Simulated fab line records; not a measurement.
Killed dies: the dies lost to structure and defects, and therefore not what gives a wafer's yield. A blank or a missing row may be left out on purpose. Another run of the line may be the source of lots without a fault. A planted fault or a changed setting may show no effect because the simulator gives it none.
A struck lot beside a sound one ; flow n5Finfet ; 42 steps out of a route of 1938
Sound: the wafers L134.1, L134.2, L134.6. Wafers L145.2, L145.3, L145.4 were the ones struck. The cause is named last.
Each step with rows lists, per side, the tool, then ch with its chambers, then its first start. Under that, the readings that differ: sound wafers ; struck wafers ; difference of the means ; sigmas: that difference in standard deviations of wafers without a fault.
alike: same words and numbers on both sides, and readings whose means sit less than 2 such deviations apart. not compared: any withheld reading, any reading some wafer has no value for, any bound like >300 that may hide the same value, and any number with overlapping values for which the record gives no deviation.
The two part at a step that has a row with sigmas, a row that says differs or no value, or rows on one side only. Numbers that have no deviation but don't overlap get no sigmas and don't part them. A reading missing from all wafers of one side parts the sides only when that side holds two or more wafers.

first, 4 steps without rows for these wafers: N5_BEOL_M4_STRIP_36 (strips in N2/H2); N5_BEOL_M4_TRENCH_ETCH_37 (etches SiOC in C4F6/O2, target depth 55.555 nm, time 29.2 s); N5_BEOL_M4_ETCH_41 (etches SiCN in CH3F/O2, target depth 29.9 nm, time 52.5 s); N5_BEOL_M4_STRIP_97 (strips in N2/H2, time 10 s).
N5_BEOL_M4_OCD_MEAS_38:
  sound: ocd-02 at day 8 08:56; struck: ocd-01 at day 11 04:58
  alike: trenchDepthNm
then, 4 steps without rows for these wafers: N5_BEOL_M4_HM_STRIP_39 (strips TiN in peroxide tin strip, target depth 25 nm, time 158 s); N5_BEOL_M4_SRD_40 (time 30 s); N5_BEOL_M4_PRECLEAN_42 (cleans in residue remover, time 60 s); N5_BEOL_M4_SRD_43 (time 30 s).
N5_BEOL_M4_CD_MEAS_35: target cd 18 nm, target cd y 22.4 nm.
  sound: cdSem-03 at day 8 09:12; struck: cdSem-02 at day 11 05:07
  alike: cdNm
then, 2 steps without rows for these wafers: N5_BEOL_M4_DEGAS_44 (time 60 s); N5_BEOL_M4_PRE_CLEAN_45 (time 30 s).
N5_BEOL_M4_ALD_84: deposits TaN, pulse time 2 s, purge time 3 s, co reactant purge time 2 s.
  sound on aldMetal-04 ch 0,1,3, day 8 09:23; struck on aldMetal-03 ch 0,2,3, day 11 05:34
  alike: heaterPowerW, susceptorTempC
then, 6 steps without rows for these wafers: N5_BEOL_M4_SURFACE_TREAT_85; N5_BEOL_M4_CVD_47 (deposits Co from CCTBA/H2, target thk 3 nm, time 223.8 s); N5_BEOL_M4_SPUTTER_48 (material Cu, target thk 4.5 nm, time 8.29 s); N5_BEOL_M4_ANNEAL_49 (time 240 s); N5_BEOL_M4_SPUTTER_79 (material Cu, target thk 4.5 nm, time 8.29 s); N5_BEOL_M4_ANNEAL_80 (time 240 s).
N5_BEOL_M4_SPUTTER_81: material Cu, target thk 4.5 nm, time 8.29 s.
  sound: pvdSputter-03 at day 8 10:26; struck: pvdSputter-02 at day 11 07:49
  alike: susceptorTempC, throttleValvePct
N5_BEOL_M4_ANNEAL_82: time 240 s.
  sound: pvdSputter-03 at day 8 10:31; struck: pvdSputter-02 at day 11 07:54
  alike: heaterPowerW, susceptorTempC, susceptor_temp_C_max
then, 5 steps without rows for these wafers: N5_BEOL_M4_SPUTTER_86 (material Cu, target thk 4.5 nm, time 8.29 s); N5_BEOL_M4_ANNEAL_87 (time 240 s); N5_BEOL_M4_SPUTTER_88 (material Cu, target thk 4.5 nm, time 8.29 s); N5_BEOL_M4_ANNEAL_89 (time 240 s); N5_BEOL_M4_SPUTTER_90 (material Cu, target thk 4.5 nm, time 8.29 s).
N5_BEOL_M4_ANNEAL_91: time 240 s.
  sound: pvdSputter-03 at day 8 11:10; struck: pvdSputter-02 at day 11 08:34
  alike: heaterPowerW, susceptorTempC, susceptor_temp_C_max
N5_BEOL_M4_SPUTTER_92: material Cu, target thk 4.5 nm, time 8.29 s.
  sound: pvdSputter-03 at day 8 11:19; struck: pvdSputter-02 at day 11 08:42
  alike: susceptorTempC, throttleValvePct
then, 3 steps without rows for these wafers: N5_BEOL_M4_ANNEAL_93 (time 240 s); N5_BEOL_M4_SPUTTER_94 (material Cu, target thk 4.5 nm, time 8.29 s); N5_BEOL_M4_ANNEAL_95 (time 240 s).
N5_BEOL_M4_SPUTTER_96: material Cu, target thk 4.5 nm, time 8.29 s.
  sound: pvdSputter-03 at day 8 11:45; struck: pvdSputter-02 at day 11 09:08
  alike: susceptorTempC, throttleValvePct
then, 3 steps without rows for these wafers: N5_BEOL_M4_ECD_50 (material Cu, target thk 300 nm); N5_BEOL_M4_ANNEAL_51 (time 90 s); N5_BEOL_M4_CMP_52 (polishes, stops on SiOC, t overpolish 6.8 s, target thk 40 nm).
N5_BEOL_M4_THK_MEAS_53: measures by xrf.
  sound: filmMetro-01 at day 8 12:32; struck: filmMetro-02 at day 11 10:31
  alike: M4_THK
then, 4 steps without rows for these wafers: N5_BEOL_M4_PRE_CLEAN_60 (time 15 s); N5_BEOL_M4_CO_CAP_55 (material Co, precursor CCTBA/H2, target thk 2 nm, time 102.1 s); N5_BEOL_M4_PRE_CLEAN_56 (time 15 s); N5_BEOL_M4_DEP_57 (deposits SiCN from 3MS/NH3, target thk 8 nm, time 14 s).
N5_BEOL_M4_RS_MEAS_58: measurement is done with a four-point probe.
  sound: filmMetro-02 at day 8 12:52; struck: filmMetro-02 at day 11 10:48
  alike: M4_RS
-- the record jumps here: 4 days lie between the struck wafers' starts before and after (it left off in module BEOL_M4 and takes up again in module PASSIVATION, whose first step shown is number 1936 of the route) --
N5_PASSIVATION_PROBE_49:
  sound: prober-01 at day 12 19:34; struck: prober-01 at day 15 19:34
reading;sound;struck;difference;sigmas
defectLimitedYield (%);89.2 89.8 91.0;87.3 83.9 85.4;-4.5;-3
killed_at_M4_up;23 22 12;60 106 75;+61;+12
killedDies;128 120 106;150 190 172;+53;+3
sort_bin_5_function (%);6.8 5.2 4.7;8.3 10.9 10.2;+4.2;+5
sortNPass;1052 1060 1074;1030 990 1008;-53;-3
sortYieldPct (%);89.2 89.8 91.0;87.3 83.9 85.4;-4.5;-3
  alike: killed_at_M0_to_M3, killedAtContacts, killedAtFrontEnd, killedAtOther, killedOpen, killedShort, sort_bin_6_memory, sort_bin_8_speed

== WHERE THEY PART ==
Only at N5_PASSIVATION_PROBE_49, within this record.

WHY: what the simulator had put in
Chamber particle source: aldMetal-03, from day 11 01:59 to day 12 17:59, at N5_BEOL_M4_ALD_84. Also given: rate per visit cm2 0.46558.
